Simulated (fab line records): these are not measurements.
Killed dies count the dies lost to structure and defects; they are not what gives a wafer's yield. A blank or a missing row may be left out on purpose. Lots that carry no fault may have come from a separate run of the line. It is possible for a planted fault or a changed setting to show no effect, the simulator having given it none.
Matching of chambers | flow n5Finfet | N5_FIN_CUT_ETCH_21 on rieDiel-01 has 4 sister chambers
The step etches SOC in N2/H2, target depth 219 nm, overetch 43.8 nm, time 523.5 s. 22 wafers are shown with their chamber, then 11 later ones without.

EACH WAFER AND ITS CHAMBER
wafer  | chamber | drypumpMotorCurrentA (A) | showerheadPlenumPTorr (Torr) | oesProductAu (a.u.)
L075.4 | 2       | 6.1                      | 2.53                         | 0.64
L075.5 | 1       | 5.2                      | 2.54                         | 0.70
L075.6 | 3       | 6.4                      | 2.50                         | 0.89
L076.2 | 3       | 6.4                      | 2.50                         | 0.89
L076.3 | 2       | 6.1                      | 2.53                         | 0.64
L076.4 | 2       | 6.1                      | 2.53                         | 0.64
L077.1 | 1       | 5.2                      | 2.53                         | 0.69
L077.2 | 2       | 6.2                      | 2.52                         | 0.64
L077.4 | 0       | 4.8                      | 2.59                         | 0.91
L079.1 | 1       | 5.2                      | 2.53                         | 0.68
L079.3 | 0       | 4.7                      | 2.59                         | 0.90
L079.6 | 1       | 5.2                      | 2.53                         | 0.68
L083.2 | 0       | 4.7                      | 2.59                         | 0.87
L083.5 | 0       | 4.7                      | 2.59                         | 0.87
L083.6 | 1       | 5.2                      | 2.53                         | 0.67
L084.2 | 1       | 5.2                      | 2.53                         | 0.67
L084.3 | 2       | 6.1                      | 2.52                         | 0.63
L084.6 | 0       | 4.8                      | 2.59                         | 0.87
L085.2 | 2       | 6.1                      | 2.52                         | 0.63
L085.5 | 2       | 6.1                      | 2.52                         | 0.62
L085.6 | 1       | 5.2                      | 2.53                         | 0.67
L088.1 | 1       | 5.2                      | 2.53                         | 0.67

SIGNATURES (averages over the wafers above)
reading               | chamber 0 | chamber 1 | chamber 2 | chamber 3 | scatter within a chamber
drypumpMotorCurrentA  | 4.740     | 5.200     | 6.114     | 6.400     | 0.0338
showerheadPlenumPTorr | 2.5900    | 2.5312    | 2.5243    | 2.5000    | 0.00379
oesProductAu          | 0.8840    | 0.6787    | 0.6343    | 0.8900    | 0.0124
Rule: a wafer lies at a distance from a chamber equal to the root of the sum of squares, over the readings, of (its reading less the chamber's mean, divided by the reading's scatter). The wafer belongs to the nearest chamber; if the next one is less than 2 further off, it can't be placed. The scatter: take each reading less its chamber's mean, square it, sum over the shown wafers, divide by the number of wafers less the number of chambers, and take the root.

WAFERS MISSING THEIR CHAMBER
wafer  | drypumpMotorCurrentA (A) | showerheadPlenumPTorr (Torr) | oesProductAu (a.u.)
L088.3 | 4.7                      | 2.59                         | 0.86
L088.4 | 5.2                      | 2.53                         | 0.67
L089.1 | 6.4                      | 2.49                         | 0.83
L089.4 | 4.7                      | 2.58                         | 0.85
L089.5 | 5.2                      | 2.52                         | 0.67
L090.2 | 4.7                      | 2.58                         | 0.84
L090.3 | 6.4                      | 2.49                         | 0.83
L090.5 | 5.2                      | 2.52                         | 0.67
L096.2 | 6.4                      | 2.49                         | 0.81
L096.4 | 4.8                      | 2.58                         | 0.83
L096.6 | 6.2                      | 2.51                         | 0.88

THE CHAMBER EACH PASSED THROUGH
wafer  | from the rows above | in truth
L088.3 | 0                   | 0
L088.4 | 1                   | 1
L089.1 | 3                   | 3
L089.4 | 0                   | 0
L089.5 | 1                   | 1
L090.2 | 0                   | 0
L090.3 | 3                   | 3
L090.5 | 1                   | 1
L096.2 | 3                   | 3
L096.4 | 0                   | 0
L096.6 | 3                   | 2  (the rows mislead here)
Correct placement for 10 of the 11. Can't be placed from these rows: 0. Number placed wrongly: 1.
